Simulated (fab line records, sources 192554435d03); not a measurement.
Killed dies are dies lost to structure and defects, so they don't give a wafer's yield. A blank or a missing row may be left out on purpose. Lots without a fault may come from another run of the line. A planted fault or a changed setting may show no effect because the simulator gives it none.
fab line records | flow n5_finfet | part 1 of 2: steps 1 to 18 of 25
record lots=5 wafers=15 last_day=17
route steps=1938 shown BEOL_M2@857
lots that met no fault: from a run of the same line without faults
start_h: hours from the record's first day to the start of the lot's first wafer shown | wait_h: hours since the lot's step before | " the same as in the row above | L1.1+2: a row that stands for several wafers | - no value, or no start given | * or withheld: withheld | < > ~ a bound
route shown NAME@n: a module of which the file shows steps, and the number in the route of the first | usual: mean/standard deviation of fault-free wafers | same: alike in all rows | chamber/n: place in a boat | sites: the reading at each site | _std_site: their standard deviation | _edge_site: outer sites' mean less inner sites' | radius_mm: how far each site lies from the wafer's centre | mask NAME#n: copy n | behind: the tool/chamber that last shaped the wafer | hold: why the lot was held/for how many hours/how that ended | device: the transistor (n, p or np) that didn't switch | end of line: the same wafers' tests at the end of the route | a step without rows: its recipe alone | killed: dies lost to structure and defects at the first sort, not the wafer's yield | map: a wafer's dies, x killed, . not, _ none there
set.NAME: the setting as run; set.NAME@STEP: as run at that earlier step | model.NAME: the simulator's own value behind a step, which no gauge read
lots at some steps of the route; a table a step, a row a wafer
services: from which hour (start_h, from the record's first day; less than 0 if before it) a tool's chamber was out of use, for how many hours, and why
## steps
# step N5_BEOL_M2_DESCUM_16
# recipe chemistry=O2 time_s=7 source_power_w=50 bias_power_w=20 pressure_mtorr=20 rf_frequency_hz=2.712e+07 temp_c=40 resist=CAR-EUV o2_flow_sccm=225
# usual drypump_motor_current_A=5.5/0.46 oes_product_au=0.80/0.093 rf_vpp_V=243.5/1.6 showerhead_plenum_p_Torr=2.12/0.079 throttle_valve_pct=20.5/0.3
# columns lot.wafer tool chamber start_h wait_h drypump_motor_current_A oes_product_au rf_hours_counter_h rf_vpp_V showerhead_plenum_p_Torr throttle_valve_pct
L079.1 rie_diel-01 1 162.39 0.1 5.0 0.69 215 244.9 2.16 20.8
L079.4 " 3 " " 5.6 0.77 - 242.0 2.12 20.2
L079.5 " 1 " " 5.0 0.69 - 243.8 2.16 20.9
L087.3 rie_diel-05 2 221.64 0.1 5.7 0.66 246 242.2 2.06 20.7
L087.4 " 1 " " 5.6 0.77 130 242.1 2.04 20.7
L087.6 " 0 " " 4.7 0.84 - 243.2 2.13 20.2
L089.1 rie_diel-03 1 224.17 0.0 5.0 0.92 14 247.3 2.21 20.2
L089.4 " 0 " " 5.5 0.72 198 241.3 1.98 20.9
L089.6 " 2 " " 6.0 0.87 - 244.1 2.22 20.2
L092.3 rie_diel-05 1 243.41 0.2 5.6 0.76 138 241.8 2.04 20.7
L092.4 " 0 " " 4.7 0.83 63 243.1 2.13 20.2
L092.6 " 0 " " 4.7 0.84 - 243.2 2.13 20.2
L093.1 rie_diel-03 2 247.94 0.1 6.0 0.86 62 246.2 2.22 20.2
L093.2 " 3 " " 5.4 0.77 110 243.8 2.20 20.4
L093.5 " 0 " " 5.5 0.72 - 240.8 1.98 20.9
# step N5_BEOL_M2_ETCH_74
# recipe chemistry=N2/H2 target=underlayer target_depth_a=65 mask_material=CAR-EUV time_s=5.2 ion_energy_ev=200 pressure_mtorr=30 source_w=840 bias_w=150 n2_flow_sccm=200 h2_flow_sccm=200 ends=cleared
# usual drypump_motor_current_A=5.5/0.46 etch_rf_on_time_s=5.21/0.15 oes_product_au=0.69/0.078 rf_vpp_V=524.7/2.9 showerhead_plenum_p_Torr=2.56/0.1 throttle_valve_pct=17.8/0.42
# columns lot.wafer tool chamber start_h wait_h drypump_motor_current_A etch_rf_on_time_s oes_product_au rf_hours_counter_h rf_vpp_V showerhead_plenum_p_Torr throttle_valve_pct
L079.1 rie_diel-01 1 162.42 0.0 5.0 5.21 0.60 215 526.1 2.63 18.4
L079.4 " 3 " " 5.6 5.41 0.66 - 523.1 2.55 17.5
L079.5 " 1 " " 5.0 5.25 0.60 - 527.0 2.63 18.5
L087.3 rie_diel-05 2 221.67 0.0 5.7 5.17 0.57 246 524.4 2.48 18.0
L087.4 " 1 " " 5.6 5.17 0.66 130 521.3 2.44 17.9
L087.6 " 0 " " 4.7 5.18 0.73 - 524.7 2.59 17.5
L089.1 rie_diel-03 1 224.20 0.0 5.0 4.98 0.79 14 527.7 2.72 17.8
L089.4 " 0 " " 5.6 5.39 0.58 198 520.1 2.42 18.5
L089.6 " 2 " " 6.0 4.94 0.76 - 527.7 2.67 17.4
L092.3 rie_diel-05 1 243.44 0.0 5.6 5.21 0.66 138 520.7 2.43 17.9
L092.4 " 0 " " 4.7 5.23 0.70 63 526.2 2.58 17.5
L092.6 " 0 " " 4.7 5.24 0.71 - 526.1 2.58 17.5
L093.1 rie_diel-03 2 247.98 0.0 6.0 4.84 0.74 62 528.5 2.66 17.4
L093.2 " 3 " " 5.4 5.41 0.66 110 528.3 2.64 17.6
L093.5 " 0 " " 5.5 5.36 0.60 - 520.6 2.42 18.4
# step N5_BEOL_M2_ETCH_63
# recipe chemistry=CF4 target=SiARC target_depth_a=156 mask_material=CAR-EUV time_s=26 ion_energy_ev=80 pressure_mtorr=40 source_w=545 bias_w=36 Ar_flow_sccm=100 cf4_flow_sccm=100 ends=cleared
# usual cf4_flow_sccm=99.94/0.29 drypump_motor_current_A=5.5/0.46 etch_rf_on_time_s=26.1/0.78 oes_product_au=0.69/0.078 rf_vpp_V=184.4/1.3 showerhead_plenum_p_Torr=2.17/0.078 throttle_valve_pct=15.60/0.29
# columns lot.wafer tool chamber start_h wait_h cf4_flow_sccm drypump_motor_current_A etch_rf_on_time_s oes_product_au rf_hours_counter_h rf_vpp_V showerhead_plenum_p_Torr throttle_valve_pct
L079.1 rie_diel-01 1 162.44 0.0 99.72 5.0 25.4 0.60 215 184.6 2.21 15.97
L079.4 " 3 " " 99.64 5.6 26.4 0.67 - 184.1 2.15 15.34
L079.5 " 1 " " 99.69 5.0 25.4 0.60 - 184.7 2.21 15.99
L087.3 rie_diel-05 2 221.69 0.0 99.83 5.7 25.9 0.57 246 183.8 2.09 15.85
L087.4 " 1 " " 99.85 5.6 26.2 0.66 130 183.3 2.07 15.73
L087.6 " 0 " " 100.13 4.7 25.9 0.72 - 184.9 2.18 15.35
L089.1 rie_diel-03 1 224.22 0.0 100.05 5.0 24.5 0.80 14 186.4 2.28 15.47
L089.4 " 0 " " 100.03 5.5 26.9 0.60 198 183.2 2.04 16.03
L089.6 " 2 " " 100.31 6.0 25.0 0.75 - 186.4 2.26 15.33
L092.3 rie_diel-05 1 243.46 0.0 99.73 5.6 26.5 0.66 138 183.5 2.06 15.75
L092.4 " 0 " " 99.96 4.7 26.0 0.72 63 184.7 2.18 15.38
L092.6 " 0 " " 100.14 4.7 26.2 0.71 - 184.4 2.18 15.37
L093.1 rie_diel-03 2 247.99 0.0 100.17 6.0 24.4 0.74 62 185.6 2.26 15.34
L093.2 " 3 " " 100.03 5.4 27.4 0.65 110 187.1 2.24 15.56
L093.5 " 0 " " 100.40 5.5 26.6 0.60 - 182.8 2.04 16.07
# step N5_BEOL_M2_ETCH_64
# recipe chemistry=N2/H2 target=SOC target_depth_a=750 overetch_a=225 mask_material=SiARC temp_c=40 time_s=121.9 ion_energy_ev=200 pressure_mtorr=30 source_w=840 bias_w=150 n2_flow_sccm=200 h2_flow_sccm=200
# usual drypump_motor_current_A=5.5/0.46 oes_product_au=0.61/0.065 rf_vpp_V=524.7/2.7 showerhead_plenum_p_Torr=2.56/0.1 throttle_valve_pct=17.7/0.42
# columns lot.wafer tool chamber start_h wait_h drypump_motor_current_A oes_product_au rf_hours_counter_h rf_vpp_V showerhead_plenum_p_Torr throttle_valve_pct
L079.1 rie_diel-01 1 162.47 0.0 5.1 0.53 215 526.8 2.63 18.4
L079.4 " 3 " " 5.6 0.60 - 525.2 2.55 17.4
L079.5 " 1 " " 5.0 0.52 - 524.9 2.63 18.4
L087.3 rie_diel-05 2 221.72 0.0 5.7 0.51 246 523.0 2.48 17.9
L087.4 " 1 " " 5.6 0.60 130 521.2 2.44 17.8
L087.6 " 0 " " 4.7 0.64 - 526.1 2.59 17.4
L089.1 rie_diel-03 1 224.25 0.0 5.0 0.69 14 529.3 2.73 17.8
L089.4 " 0 " " 5.5 0.54 198 521.0 2.42 18.4
L089.6 " 2 " " 6.0 0.65 - 527.8 2.67 17.3
L092.3 rie_diel-05 1 243.48 0.0 5.6 0.59 138 521.8 2.43 17.8
L092.4 " 0 " " 4.7 0.63 63 525.7 2.58 17.5
L092.6 " 0 " " 4.7 0.63 - 523.8 2.58 17.5
L093.1 rie_diel-03 2 248.02 0.0 6.0 0.64 62 527.1 2.66 17.3
L093.2 " 3 " " 5.5 0.60 110 525.5 2.64 17.5
L093.5 " 0 " " 5.5 0.53 - 520.3 2.42 18.4
# step N5_BEOL_M2_STRIP_65
# recipe chemistry=N2/H2 temp_c=40 n2_flow_sccm=200 h2_flow_sccm=200 rf_frequency_hz=6e+07
# columns lot.wafer tool chamber start_h wait_h
L079.1+4+5 rie_diel-01 1,3,1 162.58 0.1
L087.3+4+6 rie_diel-05 2,1,0 221.83 0.1
L089.1+4+6 rie_diel-03 1,0,2 224.36 0.1
L092.3+4+6 rie_diel-05 1,0,0 243.60 0.1
L093.1+2+5 rie_diel-03 2,3,0 248.14 0.1
# step N5_BEOL_M2_STRIP_75
# recipe chemistry=N2/H2 temp_c=40 n2_flow_sccm=200 h2_flow_sccm=200 rf_frequency_hz=6e+07
# columns lot.wafer tool chamber start_h wait_h
L079.1+4+5 rie_diel-01 1,3,1 162.59 0.0
L087.3+4+6 rie_diel-05 2,1,0 221.84 0.0
L089.1+4+6 rie_diel-03 1,0,2 224.37 0.0
L092.3+4+6 rie_diel-05 1,0,0 243.61 0.0
L093.1+2+5 rie_diel-03 2,3,0 248.15 0.0
# step N5_BEOL_M2_STRIP_66
# recipe chemistry=CF4 resist=SiARC power_w=300 bias_power_w=75 pressure_mtorr=50 cf4_flow_sccm=150 rf_frequency_hz=6e+07
# usual cf4_flow_sccm=150.1/0.48 drypump_motor_current_A=5.5/0.47 oes_product_au=0.79/0.085 power_w=300.0/0.94 rf_vpp_V=271.5/1.5 showerhead_plenum_p_Torr=1.81/0.063 throttle_valve_pct=13.6/0.31
# columns lot.wafer tool chamber start_h wait_h cf4_flow_sccm drypump_motor_current_A oes_product_au power_w rf_hours_counter_h rf_vpp_V showerhead_plenum_p_Torr throttle_valve_pct
L079.1 rie_diel-01 1 162.60 0.0 149.8 5.1 0.69 301.1 215 272.3 1.86 14.0
L079.4 " 3 " " 150.0 5.6 0.78 300.2 - 269.3 1.79 13.3
L079.5 " 1 " " 149.8 5.1 0.69 299.7 - 271.2 1.86 14.0
L087.3 rie_diel-05 2 221.85 0.0 149.8 5.7 0.66 299.4 246 269.4 1.76 13.9
L087.4 " 1 " " 149.9 5.6 0.77 300.2 130 270.2 1.74 13.7
L087.6 " 0 " " 149.3 4.7 0.84 300.9 - 271.2 1.82 13.3
L089.1 rie_diel-03 1 224.38 0.0 150.5 5.0 0.90 299.4 14 272.4 1.90 13.4
L089.4 " 0 " " 150.0 5.5 0.71 299.1 198 268.8 1.71 14.0
L089.6 " 2 " " 150.7 6.0 0.85 300.9 - 273.0 1.88 13.2
L092.3 rie_diel-05 1 243.62 0.0 150.5 5.6 0.76 300.0 138 270.4 1.74 13.8
L092.4 " 0 " " 151.2 4.7 0.83 299.4 63 271.6 1.82 13.3
L092.6 " 0 " " 151.2 4.7 0.83 299.2 - 272.8 1.82 13.3
L093.1 rie_diel-03 2 248.16 0.0 150.0 6.0 0.83 299.8 62 273.1 1.88 13.3
L093.2 " 3 " " 150.8 5.4 0.77 299.7 110 273.3 1.87 13.5
L093.5 " 0 " " 149.9 5.5 0.70 299.3 - 269.5 1.70 14.0
# step N5_BEOL_M2_HM_OPEN_17
# recipe chemistry=Cl2/BCl3 target_depth_a=200 overetch_a=60 target=TiN mask_material=SOC ion_energy_ev=150 pressure_mtorr=10 icp_w=1000 bias_w=126 Cl2_flow_sccm=53.25 bcl3_flow_sccm=21.75 Ar_flow_sccm=25
# usual drypump_motor_current_A=5.8/0.61 oes_product_au=0.61/0.1 throttle_valve_pct=22.09/0.22
# columns lot.wafer tool chamber start_h wait_h drypump_motor_current_A oes_product_au rf_hours_counter_h throttle_valve_pct
L079.1 rie_metal-01 0 162.64 0.0 4.8 0.56 102 21.97
L079.4 " 1 " " 5.8 0.69 - 21.81
L079.5 " 0 " " 4.8 0.57 - 21.96
L087.3 rie_metal-01 0 221.92 0.1 4.8 0.55 - 21.98
L087.4 " 1 " " 5.8 0.68 - 21.82
L087.6 " 0 " " 4.8 0.56 - 21.96
L089.1 rie_metal-01 0 224.42 0.0 4.8 0.56 110 21.98
L089.4 " 0 " " 4.9 0.56 - 21.99
L089.6 " 0 " " 4.8 0.56 - 21.97
L092.3 rie_metal-01 1 243.69 0.1 5.8 0.67 - 21.84
L092.4 " 0 " " 4.9 0.55 - 22.00
L092.6 " 0 " " 4.9 0.55 - 22.00
L093.1 rie_metal-02 0 248.20 0.0 6.5 0.79 4 22.09
L093.2 " 0 " " 6.5 0.78 - 22.11
L093.5 " 0 " " 6.5 0.78 - 22.09
# step N5_BEOL_M2_STRIP_19
# recipe chemistry=O2 power_w=400 temp_c=40 pressure_mtorr=30 rf_frequency_hz=6e+07 bias_power_w=0 overash_fraction=0.2 o2_flow_sccm=225
# usual drypump_motor_current_A=5.5/0.44 oes_product_au=0.80/0.094 rf_vpp_V=3.7/0.53 showerhead_plenum_p_Torr=2.13/0.079 throttle_valve_pct=16.70/0.28
# same overash_fraction=0.2
# columns lot.wafer tool chamber start_h wait_h drypump_motor_current_A oes_product_au rf_hours_counter_h rf_vpp_V showerhead_plenum_p_Torr throttle_valve_pct
L079.1 rie_diel-05 1 162.75 0.1 5.6 0.78 111 2.9 2.05 16.88
L079.4 " 2 " " 5.7 0.67 226 3.5 2.07 16.96
L079.5 " 0 " " 4.7 0.89 - 3.3 2.14 16.40
L087.3 rie_diel-05 1 222.10 0.2 5.6 0.77 130 4.0 2.05 16.93
L087.4 " 3 " " 6.3 0.88 39 3.7 2.07 16.30
L087.6 " 1 " " 5.6 0.76 - 3.6 2.05 16.92
L089.1 rie_diel-01 2 224.64 0.2 5.9 0.94 14 3.5 2.27 16.86
L089.4 " 1 " " 5.0 0.66 240 2.8 2.16 17.10
L089.6 " 2 " " 5.9 0.93 - 3.3 2.27 16.87
L092.3 rie_diel-03 1 243.77 0.1 5.0 0.90 21 3.2 2.21 16.39
L092.4 " 0 " " 5.5 0.72 206 4.1 1.98 17.11
L092.6 " 3 " " 5.4 0.77 - 4.5 2.20 16.66
L093.1 rie_diel-03 1 248.40 0.2 5.0 0.89 23 4.0 2.21 16.43
L093.2 " 2 " " 6.0 0.85 62 2.9 2.22 16.46
L093.5 " 0 " " 5.5 0.71 - 3.3 1.98 17.10
# step N5_BEOL_M2_CD_MEAS_18
# recipe pitch_nm=36 target_cd_nm=18
# usual cd_nm=18.1/0.41
# columns lot.wafer tool chamber start_h wait_h cd_nm
L079.1 cd_sem-03 - 162.82 0.0 18.4
L079.4 " - " " 18.1
L079.5 " - " " 18.0
L087.3 cd_sem-01 - 222.17 0.1 18.6
L087.4 " - " " 17.6
L087.6 " - " " 17.4
L089.1 cd_sem-02 - 224.71 0.0 17.7
L089.4 " - " " 18.3
L089.6 " - " " 18.4
L092.3 cd_sem-02 - 243.84 0.1 18.2
L092.4 " - " " 18.3
L092.6 " - " " 17.9
L093.1 cd_sem-02 - 248.47 0.0 18.0
L093.2 " - " " 18.0
L093.5 " - " " 18.0
# step N5_BEOL_M2_COAT_67
# recipe resist=SOC temp_c=250 time_s=60 spin_rpm=1500 resist_thk_nm=60
# usual resist_line_temp_C=23.02/0.11
# columns lot.wafer tool chamber start_h wait_h resist_line_temp_C
L079.1 litho_track-03 0 162.86 0.0 23.08
L079.4 " 0 " " 23.04
L079.5 " 0 " " 23.01
L087.3 litho_track-02 0 222.21 0.0 22.71
L087.4 " 0 " " 22.94
L087.6 " 0 " " 23.05
L089.1 litho_track-01 0 224.75 0.0 23.09
L089.4 " 0 " " 23.00
L089.6 " 0 " " 23.00
L092.3 litho_track-03 0 243.88 0.0 23.19
L092.4 " 0 " " 23.00
L092.6 " 0 " " 23.01
L093.1 litho_track-01 0 248.50 0.0 23.01
L093.2 " 0 " " 22.97
L093.5 " 0 " " 22.98
# step N5_BEOL_M2_COAT_68
# recipe resist=SiARC temp_c=220 time_s=60 spin_rpm=1500 resist_thk_nm=12
# usual resist_line_temp_C=23.02/0.11
# columns lot.wafer tool chamber start_h wait_h resist_line_temp_C
L079.1 litho_track-03 0 - - 22.90
L079.4 " 0 " " 23.06
L079.5 " 0 " " 23.09
L087.3 litho_track-02 0 - - 23.08
L087.4 " 0 " " 23.07
L087.6 " 0 " " 23.14
L089.1 litho_track-01 0 - - 22.99
L089.4 " 0 " " 23.00
L089.6 " 0 " " 23.09
L092.3 litho_track-03 0 - - 22.86
L092.4 " 0 " " 23.07
L092.6 " 0 " " 22.98
L093.1 litho_track-01 0 - - 22.76
L093.2 " 0 " " 22.98
L093.5 " 0 " " 22.97
# step N5_BEOL_M2_COAT_76
# recipe resist=underlayer temp_c=205 time_s=60 spin_rpm=1500 resist_thk_nm=5
# usual resist_line_temp_C=22.99/0.11
# columns lot.wafer tool chamber start_h wait_h resist_line_temp_C
L079.1 litho_track-03 0 - - 22.99
L079.4 " 0 " " 22.85
L079.5 " 0 " " 23.05
L087.3 litho_track-02 0 - - 23.05
L087.4 " 0 " " 22.99
L087.6 " 0 " " 22.85
L089.1 litho_track-01 0 - - 22.97
L089.4 " 0 " " 23.15
L089.6 " 0 " " 22.98
L092.3 litho_track-03 0 - - 23.21
L092.4 " 0 " " 23.05
L092.6 " 0 " " 22.86
L093.1 litho_track-01 0 - - 23.02
L093.2 " 0 " " 23.15
L093.5 " 0 " " 22.92
# step N5_BEOL_M2_COAT_22
# recipe resist=CAR-EUV spin_rpm=1500 resist_thk_nm=30
# usual resist_line_temp_C=23.03/0.12
# columns lot.wafer tool chamber start_h wait_h resist_line_temp_C
L079.1 litho_track-03 0 - - 23.11
L079.4 " 0 " " 22.99
L079.5 " 0 " " 23.04
L087.3 litho_track-02 0 - - 23.16
L087.4 " 0 " " 23.19
L087.6 " 0 " " 22.95
L089.1 litho_track-01 0 - - 22.95
L089.4 " 0 " " 22.89
L089.6 " 0 " " 22.92
L092.3 litho_track-03 0 - - 23.23
L092.4 " 0 " " 22.90
L092.6 " 0 " " 22.97
L093.1 litho_track-01 0 - - 23.13
L093.2 " 0 " " 23.05
L093.5 " 0 " " 23.07
# step N5_BEOL_M2_EBR_24
# recipe solvent=PGMEA ebr_width_mm=1.5
# usual resist_line_temp_C=23.00/0.11
# columns lot.wafer tool chamber start_h wait_h resist_line_temp_C
L079.1 litho_track-03 0 - - 23.13
L079.4 " 0 " " 23.16
L079.5 " 0 " " 23.03
L087.3 litho_track-02 0 - - 22.98
L087.4 " 0 " " 23.15
L087.6 " 0 " " 23.03
L089.1 litho_track-01 0 - - 22.86
L089.4 " 0 " " 22.91
L089.6 " 0 " " 22.94
L092.3 litho_track-03 0 - - 23.13
L092.4 " 0 " " 23.35
L092.6 " 0 " " 23.02
L093.1 litho_track-01 0 - - 22.93
L093.2 " 0 " " 23.01
L093.5 " 0 " " 23.08
# step N5_BEOL_M2_SOFTBAKE_23
# recipe temp_c=110 time_s=60 resist=CAR-EUV
# usual resist_line_temp_C=23.00/0.12
# columns lot.wafer tool chamber start_h wait_h resist_line_temp_C
L079.1 litho_track-03 0 - - 22.96
L079.4 " 0 " " 23.01
L079.5 " 0 " " 22.77
L087.3 litho_track-02 0 - - 22.91
L087.4 " 0 " " 22.78
L087.6 " 0 " " 22.96
L089.1 litho_track-01 0 - - 22.94
L089.4 " 0 " " 23.04
L089.6 " 0 " " 23.18
L092.3 litho_track-03 0 - - 23.04
L092.4 " 0 " " 23.16
L092.6 " 0 " " 23.18
L093.1 litho_track-01 0 - - 23.11
L093.2 " 0 " " 23.21
L093.5 " 0 " " 23.03
# step N5_BEOL_M2_EXPOSE_25
# recipe mask_id=V1 na=0.33 source_shape=quasar sigma_inner=0.2 sigma_outer=0.8 polarization=unpolarized defocus_nm=5 dose_mj=63
# usual reticle_temp_C=22.98/0.1 stage_msd_nm=0.81/0.032
# same dipole_opening_deg=30
# columns lot.wafer tool chamber start_h wait_h mask reticle_temp_C stage_msd_nm
L079.1 euv_scanner-02 0 162.99 - V1#0 22.94 0.79
L079.4 " 0 " " V1#0 22.98 0.79
L079.5 " 0 " " V1#0 23.03 0.79
L087.3 euv_scanner-01 0 222.49 - V1#0 23.07 0.85
L087.4 " 0 " " V1#0 22.95 0.85
L087.6 " 0 " " V1#0 23.13 0.85
L089.1 euv_scanner-02 0 225.01 - V1#0 22.95 0.78
L089.4 " 0 " " V1#0 22.97 0.78
L089.6 " 0 " " V1#0 22.84 0.78
L092.3 euv_scanner-01 0 244.03 - V1#0 22.92 0.85
L092.4 " 0 " " V1#0 23.02 0.85
L092.6 " 0 " " V1#0 22.83 0.85
L093.1 euv_scanner-01 0 248.64 - V1#0 22.92 0.85
L093.2 " 0 " " V1#0 22.95 0.85
L093.5 " 0 " " V1#0 22.80 0.85
# step N5_BEOL_M2_PEB_26
# recipe peb_temp_c=100 peb_time_s=60 resist=CAR-EUV
# usual resist_line_temp_C=22.98/0.11
# same peb_time_s=60
# columns lot.wafer tool chamber start_h wait_h resist_line_temp_C
L079.1 litho_track-02 0 163.07 0.1 23.06
L079.4 " 0 " " 23.10
L079.5 " 0 " " 22.92
L087.3 litho_track-01 0 222.55 0.1 22.81
L087.4 " 0 " " 22.92
L087.6 " 0 " " 22.77
L089.1 litho_track-03 0 225.09 0.1 23.08
L089.4 " 0 " " 22.91
L089.6 " 0 " " 23.07
L092.3 litho_track-03 0 244.09 0.1 22.98
L092.4 " 0 " " 22.82
L092.6 " 0 " " 22.79
L093.1 litho_track-01 0 248.72 0.1 23.05
L093.2 " 0 " " 23.09
L093.5 " 0 " " 23.01
